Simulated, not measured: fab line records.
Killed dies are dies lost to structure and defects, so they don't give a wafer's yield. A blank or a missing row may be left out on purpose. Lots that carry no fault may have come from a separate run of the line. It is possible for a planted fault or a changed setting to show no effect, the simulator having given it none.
Matching of chambers / flow nand-harc / NHARC_A_CHANNEL_FILL_D2_ALD_25 on ald-hk-01: 4 sister chambers
The step deposits SiOx, target thk 60 nm, pulse time 10 s, ald cycles 600. 7 wafers are shown with their chamber, then 9 later ones without.

== WAFERS PAIRED WITH THEIR CHAMBERS ==
wafer=L077.1; chamber=1; heater-power-w (W)=407; precursor-pulse-height-rel=1.033
wafer=L081.2; chamber=2; heater-power-w (W)=434; precursor-pulse-height-rel=0.993
wafer=L084.4; chamber=2; heater-power-w (W)=436; precursor-pulse-height-rel=0.993
wafer=L084.5; chamber=3; heater-power-w (W)=441; precursor-pulse-height-rel=0.983
wafer=L085.2; chamber=0; heater-power-w (W)=518; precursor-pulse-height-rel=1.005
wafer=L085.5; chamber=3; heater-power-w (W)=433; precursor-pulse-height-rel=1.014
wafer=L085.6; chamber=0; heater-power-w (W)=509; precursor-pulse-height-rel=0.980

== WAFERS MISSING THEIR CHAMBER ==
wafer=L091.1; heater-power-w (W)=424; precursor-pulse-height-rel=0.991
wafer=L091.3; heater-power-w (W)=406; precursor-pulse-height-rel=1.011
wafer=L091.4; heater-power-w (W)=422; precursor-pulse-height-rel=0.983
wafer=L094.3; heater-power-w (W)=423; precursor-pulse-height-rel=1.046
wafer=L094.4; heater-power-w (W)=491; precursor-pulse-height-rel=1.014
wafer=L094.6; heater-power-w (W)=417; precursor-pulse-height-rel=0.997
wafer=L097.3; heater-power-w (W)=476; precursor-pulse-height-rel=1.013
wafer=L097.2; heater-power-w (W)=411; precursor-pulse-height-rel=1.018
wafer=L097.4; heater-power-w (W)=420; precursor-pulse-height-rel=1.034

== EACH ONE'S CHAMBER ==
wafer=L091.1; from the rows above=can't be placed: 2 or 3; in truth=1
wafer=L091.3; from the rows above=1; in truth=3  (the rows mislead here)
wafer=L091.4; from the rows above=can't be placed: 2 or 3 or 1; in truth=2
wafer=L094.3; from the rows above=can't be placed: 1 or 2 or 3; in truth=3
wafer=L094.4; from the rows above=0; in truth=0
wafer=L094.6; from the rows above=can't be placed: 1 or 2 or 3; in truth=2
wafer=L097.3; from the rows above=can't be placed: 0 or 3 or 2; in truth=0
wafer=L097.2; from the rows above=1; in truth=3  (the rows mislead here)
wafer=L097.4; from the rows above=can't be placed: 1 or 2 or 3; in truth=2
1 of 9 placed correctly. Can't be placed from these rows: 6 (the true chamber is among the candidates in 5). Number placed wrongly: 2.
How it was worked out, from the rows above alone: a wafer's distance from a chamber is the root of the sum, over the readings, of the square of ((its reading less the chamber's mean) divided by the reading's scatter). The wafer belongs to the nearest chamber; if the next one is less than 2 further off, it can't be placed. Each chamber's mean is taken over the wafers shown for it. The scatter: take each reading less its chamber's mean, square it, sum over the shown wafers, divide by the number of wafers less the number of chambers, and take the root.
